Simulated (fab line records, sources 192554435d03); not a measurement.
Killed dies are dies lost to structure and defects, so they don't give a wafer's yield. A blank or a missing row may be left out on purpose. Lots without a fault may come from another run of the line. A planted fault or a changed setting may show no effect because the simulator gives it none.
Chamber matching | flow n5_finfet | N5_BEOL_M6_ALD_77 on ald_metal-02: 3 sister chambers
The step deposits TaN, target thk 2 nm, pulse time 2 s, purge time 3 s. 6 wafers are shown with their chamber, then 8 later ones without.

WAFERS WITH THEIR CHAMBER
wafer  | chamber | heater_power_w (W) | precursor_vessel_temp_c (C)
L087.5 | 2       | 483                | 75.11
L089.5 | 0       | 371                | 74.97
L094.2 | 1       | 433                | 75.11
L094.4 | 1       | 432                | 75.07
L094.6 | 2       | 479                | 74.93
L095.1 | 0       | 355                | 74.83

WAFERS WITHOUT THEIR CHAMBER
wafer  | heater_power_w (W) | precursor_vessel_temp_c (C)
L095.4 | 480                | 74.95
L095.5 | 412                | 75.02
L097.4 | 359                | 74.95
L097.5 | 475                | 75.03
L097.6 | 352                | 75.13
L096.2 | 356                | 74.74
L096.4 | 361                | 74.74
L096.6 | 481                | 74.81

WHICH CHAMBER EACH WENT THROUGH
wafer  | from the rows above | in truth
L095.4 | 2                   | 2
L095.5 | 1                   | 1
L097.4 | 0                   | 0
L097.5 | 2                   | 2
L097.6 | 0                   | 0
L096.2 | 0                   | 0
L096.4 | 0                   | 0
L096.6 | 2                   | 2
Placed correctly: 8 of 8. Can't be placed from these rows: 0. Placed wrongly: 0.
How it was worked out, from the rows above alone: a wafer's distance from a chamber is the root of the sum, over the readings, of the square of ((its reading less the chamber's mean) divided by the reading's scatter). The wafer belongs to the nearest chamber; if the next one is less than 2 further off, it can't be placed. A chamber's mean is the mean of its shown wafers. The scatter: the root of (the sum of the squares of (reading less its chamber's mean) over the shown wafers, divided by (wafers less chambers)).
